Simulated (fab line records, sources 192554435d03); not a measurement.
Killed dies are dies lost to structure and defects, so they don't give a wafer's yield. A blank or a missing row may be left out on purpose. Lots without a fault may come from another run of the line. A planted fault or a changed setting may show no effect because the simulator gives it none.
Which tool did it? | flow n5_finfet | 10 lots, 29 wafers sampled, at 5 steps of a route of 1938

WHAT THE GAUGES READ, wafer by wafer
The record holds no reading of a measuring or inspecting step that can be judged against a usual standard deviation.

WHICH TOOL RAN EACH LOT (tool, then ch and the chambers of the sampled wafers, then the start)
lot  | N5_BEOL_M8_DESCUM_16               | N5_BEOL_M8_ETCH_62                 | N5_BEOL_M8_ETCH_72                 | N5_BEOL_M8_STRIP_80                           | N5_PASSIVATION_PROBE_49
L958 | rie_diel-05 ch 0,2, day 10 19:44   | rie_diel-05 ch 0,2, day 10 19:50   | rie_diel-05 ch 0,2, day 10 21:03   | rie_diel-05 ch 0,2, no start                  | -
L961 | rie_diel-05 ch 0,2, day 11 20:28   | rie_diel-05 ch 0,2, day 11 20:34   | rie_diel-05 ch 0,1,2, day 12 00:28 | rie_diel-05 ch 0,1,2, no start                | -
L962 | rie_diel-05 ch 0,1, day 12 03:57   | rie_diel-05 ch 0,1, day 12 04:02   | rie_diel-06 ch 0,3, day 12 05:07   | rie_diel-06 ch 0,3, no start                  | -
L963 | rie_diel-05 ch 0,2, day 12 09:18   | rie_diel-05 ch 0,2, day 12 09:23   | rie_diel-05 ch 0,1,2, day 12 10:28 | rie_diel-05 ch 0,1,2, no start                | -
L965 | rie_diel-05 ch 0,1,2, day 12 20:39 | rie_diel-05 ch 0,1,2, day 12 20:44 | rie_diel-05 ch 0,1,2, day 12 22:44 | rie_diel-05 ch 0,1,2, no start                | -
L966 | rie_diel-06 ch 0,1, day 12 21:07   | rie_diel-06 ch 0,1, day 12 21:12   | rie_diel-05 ch 0,1,2, day 12 22:20 | rie_diel-05 ch 0,1,2, day 15 17:05 or earlier | prober-02, day 15 17:05
L967 | rie_diel-06 ch 0,1,2, day 12 23:37 | rie_diel-06 ch 0,1,2, day 12 23:42 | rie_diel-05 ch 0,1,2, day 13 00:32 | rie_diel-05 ch 0,1,2, no start                | -
L972 | rie_diel-05 ch 0,1,2, day 14 14:01 | rie_diel-05 ch 0,1,2, day 14 14:07 | rie_diel-06 ch 0,2,3, day 14 16:39 | rie_diel-06 ch 0,2,3, no start                | -
L971 | rie_diel-06 ch 1,2,3, day 14 14:11 | rie_diel-06 ch 1,2,3, day 14 14:16 | rie_diel-04 ch 0,1,3, day 14 16:53 | rie_diel-04 ch 0,1,3, no start                | -
L974 | rie_diel-04 ch 2,3, day 14 19:16   | rie_diel-04 ch 2,3, day 14 19:25   | rie_diel-06 ch 0,3, day 14 22:19   | rie_diel-06 ch 0,3, no start                  | -
- N5_BEOL_M8_DESCUM_16: chemistry O2, time 7.9 s.
- N5_BEOL_M8_ETCH_62: etches SOC in N2/H2, target depth 110 nm, overetch 22 nm, time 165 s.
- N5_BEOL_M8_ETCH_72: etches underlayer in N2/H2, target depth 6.5 nm, time 5.2 s.
- N5_BEOL_M8_STRIP_80: strips in N2/H2, time 10 s.
- N5_PASSIVATION_PROBE_49

WHAT THE TOOLS THEMSELVES READ (means of the sampled wafers that have a number; where no wafer has one, the mark that the record gives instead)
N5_BEOL_M8_DESCUM_16. Usual: drypump_motor_current_A 5.5 A, standard deviation 0.55; oes_product_au 0.82 a.u., standard deviation 0.084; rf_fwd_power_W 49.40 W, standard deviation 0.22; rf_vpp_V 243.9 V, standard deviation 1.3; showerhead_plenum_p_Torr 2.13 Torr, standard deviation 0.077; throttle_valve_pct 20.40 %, standard deviation 0.18.
lot  | tool        | drypump_motor_current_A (A) | oes_product_au (a.u.) | rf_fwd_power_W (W) | rf_vpp_V (V) | showerhead_plenum_p_Torr (Torr) | throttle_valve_pct (%) | flag
L958 | rie_diel-05 | 5.1                         | 0.88                  | 49.35              | 244.4        | 2.16                            | 20.28                  |
L961 | rie_diel-05 | 5.0                         | 0.90                  | 49.52              | 244.6        | 2.21                            | 20.41                  |
L962 | rie_diel-05 | 5.1                         | 0.90                  | 49.31              | 245.9        | 2.22                            | 20.46                  |
L963 | rie_diel-05 | 5.1                         | 0.86                  | 49.40              | 243.1        | 2.16                            | 20.30                  |
L965 | rie_diel-05 | 5.1                         | 0.87                  | 49.37              | 244.9        | 2.19                            | 20.39                  |
L966 | rie_diel-06 | 5.7                         | 0.84                  | 49.28              | 243.2        | 2.03                            | 20.41                  |
L967 | rie_diel-06 | 5.4                         | 0.79                  | 49.32              | 243.3        | 2.09                            | 20.39                  |
L972 | rie_diel-05 | 5.1                         | 0.84                  | 49.43              | 243.4        | 2.18                            | 20.42                  |
L971 | rie_diel-06 | 5.3                         | 0.82                  | 49.34              | 243.5        | 2.11                            | 20.34                  |
L974 | rie_diel-04 | 6.0                         | 0.79                  | 49.41              | 242.8        | 2.00                            | 20.50                  |

N5_BEOL_M8_ETCH_62. Usual: drypump_motor_current_A 5.5 A, standard deviation 0.55; oes_product_au 0.69 a.u., standard deviation 0.069; rf_fwd_power_W 837.6 W, standard deviation 2.5; rf_vpp_V 525.2 V, standard deviation 2.4; showerhead_plenum_p_Torr 2.59 Torr, standard deviation 0.086; throttle_valve_pct 17.81 %, standard deviation 0.19.
lot  | tool        | drypump_motor_current_A (A) | oes_product_au (a.u.) | rf_fwd_power_W (W) | rf_vpp_V (V) | showerhead_plenum_p_Torr (Torr) | throttle_valve_pct (%) | flag
L958 | rie_diel-05 | 5.1                         | 0.74                  | 836.5              | 525.4        | 2.62                            | 17.54                  |
L961 | rie_diel-05 | 5.0                         | 0.76                  | 837.1              | 526.9        | 2.66                            | 17.64                  |
L962 | rie_diel-05 | 5.1                         | 0.76                  | 837.1              | 528.1        | 2.71                            | 17.90                  |
L963 | rie_diel-05 | 5.1                         | 0.72                  | 835.0              | 525.9        | 2.61                            | 17.57                  |
L965 | rie_diel-05 | 5.2                         | 0.73                  | 839.6              | 526.8        | 2.66                            | 17.75                  |
L966 | rie_diel-06 | 5.8                         | 0.71                  | 836.2              | 522.4        | 2.50                            | 17.88                  |
L967 | rie_diel-06 | 5.4                         | 0.67                  | 837.7              | 523.6        | 2.55                            | 17.84                  |
L972 | rie_diel-05 | 5.1                         | 0.71                  | 836.9              | 526.4        | 2.65                            | 17.78                  |
L971 | rie_diel-06 | 5.3                         | 0.69                  | 840.4              | 523.4        | 2.57                            | 17.74                  |
L974 | rie_diel-04 | 6.0                         | 0.68                  | 835.9              | 521.2        | 2.44                            | 17.99                  |

N5_BEOL_M8_ETCH_72. Usual: drypump_motor_current_A 5.4 A, standard deviation 0.51; etch_rf_on_time_s 5.09 s, standard deviation 0.16; oes_product_au 0.71 a.u., standard deviation 0.08; rf_fwd_power_W 819.2 W, standard deviation 2.4; rf_vpp_V 525.4 V, standard deviation 2.5; showerhead_plenum_p_Torr 2.60 Torr, standard deviation 0.085; throttle_valve_pct 17.83 %, standard deviation 0.19.
lot  | tool        | drypump_motor_current_A (A) | etch_rf_on_time_s (s) | oes_product_au (a.u.) | rf_fwd_power_W (W) | rf_vpp_V (V) | showerhead_plenum_p_Torr (Torr) | throttle_valve_pct (%) | flag
L958 | rie_diel-05 | 5.1                         | 5.10                  | 0.76                  | 819.5              | 526.0        | 2.62                            | 17.57                  |
L961 | rie_diel-05 | 5.1                         | 5.01                  | 0.77                  | 819.2              | 526.9        | 2.66                            | 17.76                  |
L962 | rie_diel-06 | 6.0                         | 5.16                  | 0.70                  | 821.1              | 523.3        | 2.54                            | 17.88                  |
L963 | rie_diel-05 | 5.1                         | 4.92                  | 0.76                  | 820.7              | 526.9        | 2.66                            | 17.78                  |
L965 | rie_diel-05 | 5.1                         | 4.39                  | 0.84                  | 819.5              | 526.7        | 2.65                            | 17.80                  | OFF
L966 | rie_diel-05 | 5.1                         | 4.37                  | 0.83                  | 818.6              | 527.5        | 2.65                            | 17.80                  | OFF
L967 | rie_diel-05 | 5.1                         | 4.44                  | 0.82                  | 819.0              | 526.7        | 2.65                            | 17.80                  | OFF
L972 | rie_diel-06 | 5.7                         | 5.20                  | 0.67                  | 819.8              | 525.1        | 2.57                            | 17.88                  |
L971 | rie_diel-04 | 6.2                         | 5.13                  | 0.66                  | 819.2              | 523.2        | 2.54                            | 18.09                  |
L974 | rie_diel-06 | 6.1                         | 5.13                  | 0.70                  | 819.0              | 522.8        | 2.52                            | 17.91                  |

N5_BEOL_M8_STRIP_80. Usual: drypump_motor_current_A 5.4 A, standard deviation 0.51; oes_product_au 0.83 a.u., standard deviation 0.082; rf_vpp_V 59.3 V, standard deviation 0.83; showerhead_plenum_p_Torr 2.60 Torr, standard deviation 0.085; throttle_valve_pct 23.66 %, standard deviation 0.22.
lot  | tool        | drypump_motor_current_A (A) | oes_product_au (a.u.) | rf_vpp_V (V) | showerhead_plenum_p_Torr (Torr) | throttle_valve_pct (%) | flag
L958 | rie_diel-05 | 5.1                         | 0.88                  | 59.6         | 2.61                            | 23.41                  |
L961 | rie_diel-05 | 5.1                         | 0.88                  | 59.1         | 2.66                            | 23.64                  |
L962 | rie_diel-06 | 6.0                         | 0.83                  | 59.8         | 2.53                            | 23.64                  |
L963 | rie_diel-05 | 5.1                         | 0.88                  | 59.6         | 2.65                            | 23.65                  |
L965 | rie_diel-05 | 5.1                         | 0.86                  | 59.0         | 2.65                            | 23.64                  |
L966 | rie_diel-05 | 5.1                         | 0.87                  | 59.8         | 2.65                            | 23.66                  |
L967 | rie_diel-05 | 5.1                         | 0.86                  | 59.0         | 2.65                            | 23.66                  |
L972 | rie_diel-06 | 5.7                         | 0.80                  | 58.7         | 2.56                            | 23.68                  |
L971 | rie_diel-04 | 6.3                         | 0.76                  | 59.0         | 2.54                            | 23.90                  |
L974 | rie_diel-06 | 6.1                         | 0.83                  | 59.3         | 2.52                            | 23.69                  |

N5_PASSIVATION_PROBE_49. Usual: defect_limited_yield 91.4 %, standard deviation 1.5; killed_at_M0_to_M3 36, standard deviation 11; killed_at_M4_up 14, standard deviation 6; killed_at_contacts 11, standard deviation 6; killed_at_front_end 37, standard deviation 11; killed_at_other 4, standard deviation 3.4; killed_dies 102, standard deviation 18; killed_open 66, standard deviation 13; killed_short 34, standard deviation 7.8; sort_bin_4_leakage 0.00 %, standard deviation 0.017; sort_bin_5_function 5.0 %, standard deviation 0.97; sort_bin_6_memory 3.2 %, standard deviation 0.7; sort_n_pass 1078, standard deviation 19; sort_yield_pct 91.3 %, standard deviation 1.6.
lot  | tool      | defect_limited_yield (%) | killed_at_M0_to_M3 | killed_at_M4_up | killed_at_contacts | killed_at_front_end | killed_at_other | killed_dies | killed_open | killed_short | sort_bin_4_leakage (%) | sort_bin_5_function (%) | sort_bin_6_memory (%) | sort_n_pass | sort_yield_pct (%) | flag
L966 | prober-02 | 90.9                     | 56                 | 14              | 7                  | 19                  | 11              | 107         | 74          | 33           | 0.00                   | 6.0                     | 2.7                   | 1073        | 90.9               |

THE ANSWER, worked out from the rows above alone
Rule: a lot is off if the mean of its wafers that have a number lies more than 3 standard deviations from the usual mean. A lot without any number at a reading at which 4 lots or more have one is off too. The other lots that the step has rows for count as sound. The gauges are gone through in route order, then the tools' own readings, and for those a lot's mean is taken as printed above. The first step at which some lot is off is used, and at that step the reading that is off furthest; a lot without a number counts as furthest.
Off: L965, L966, L967, at N5_BEOL_M8_ETCH_72 (etch_rf_on_time_s).
A tool fits if, at that step or a process step before it, it ran every lot that is off, and no sound lot after the first of them. One fits: rie_diel-05 at N5_BEOL_M8_ETCH_72. Its last sound lot is L963 (day 12 10:28), its first lot that is off L966 (day 12 22:20): a fault that began between those two fits.
The tool's own readings at N5_BEOL_M8_ETCH_72 bear it out: on the lots that are off they differ by more than 5 times the standard deviation of the sound lots' means. etch_rf_on_time_s reads 4.40 s there against 5.09 s on the sound lots.

WHAT THE SIMULATOR HAD PUT IN
Process parameter drift: rie_diel-05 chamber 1, from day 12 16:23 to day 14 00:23, at N5_BEOL_M8_ETCH_72. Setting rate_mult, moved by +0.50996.
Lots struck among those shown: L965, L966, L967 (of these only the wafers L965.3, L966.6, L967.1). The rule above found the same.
